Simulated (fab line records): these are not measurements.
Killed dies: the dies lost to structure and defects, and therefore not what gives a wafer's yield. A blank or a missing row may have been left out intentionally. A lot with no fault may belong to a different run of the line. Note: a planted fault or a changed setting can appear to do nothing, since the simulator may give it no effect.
Comparing a struck lot with a sound one + flow nand-harc + 15 steps out of a route of 1159
Sound: these wafers, L195.1, L195.3, L195.5. Wafers struck: L187.2, L187.3, L187.5. At the end, the cause is stated.
Order at every step that has rows: each side's tool, ch and its chambers, its first start. Under that, the readings that differ: sound wafers + struck wafers + difference of the means + sigmas: that difference in standard deviations of wafers without a fault.
alike: readings with means less than 2 such deviations apart, plus words and numbers identical on both sides. not compared: withheld readings, readings lacking a value on some wafer, bounds such as >300 that could conceal the same value, and numbers that have no deviation in the record and whose values overlap.
Wherever a step has rows on one side only, a row that says differs or no value, or a row with sigmas, the two part there. Non-overlapping numbers with no deviation appear without sigmas and do not part them. Lack of a reading on every wafer of one side parts them only where that side has two or more wafers.

first, 2 steps without rows for these wafers: NHARC_P_STI_SRD_39; NHARC_P_STI_OXIDE_40 (material SiO2, target thk 10 nm, ox time 1362 s).
NHARC_P_STI_INSPECT_25:
  struck on defect-inspect-01, day 5 18:27; sound on defect-inspect-01, day 7 23:45
  alike: raw-defect-count
then, 9 steps without rows for these wafers: NHARC_P_GATE_ETCH_69 (etches SiO2 in dHF, target depth 14 nm); NHARC_P_GATE_PRECLEAN_70 (cleans in SC1); NHARC_P_GATE_SRD_01; NHARC_P_GATE_OXIDE_02 (material SiO2, target thk 37.5 nm, ox time 365 s); NHARC_P_GATE_DEHYDRATE_03 (time 120 s); NHARC_P_GATE_HMDS_04 (time 30 s); NHARC_P_GATE_COAT_05; NHARC_P_GATE_SOFTBAKE_06 (time 95 s); NHARC_P_GATE_EBR_07.
NHARC_P_GATE_EXPOSE_08: exposes mask P HV.
  sound on krf-scanner-02 ch 0, day 8 07:52; struck on krf-scanner-03 ch 0, day 6 02:10
| reading                        | sound             | struck            | difference | sigmas |
|--------------------------------|-------------------|-------------------|------------|--------|
| model.P_GATE.overlay-x-nm (nm) | 3.478 3.478 3.478 | 2.294 2.294 2.294 | -1.184     |        |
  alike: mask
then, 1 step without rows for these wafers: NHARC_P_GATE_PEB_09 (peb time 85 s).
NHARC_END_SORT_01:
  the record has rows for the sound wafers here (prober-02 ch 0, day 24 02:26) and none for the struck ones

## WHERE THEY PART
Only at NHARC_END_SORT_01, as far as this record shows.

WHY: what the simulator had put in
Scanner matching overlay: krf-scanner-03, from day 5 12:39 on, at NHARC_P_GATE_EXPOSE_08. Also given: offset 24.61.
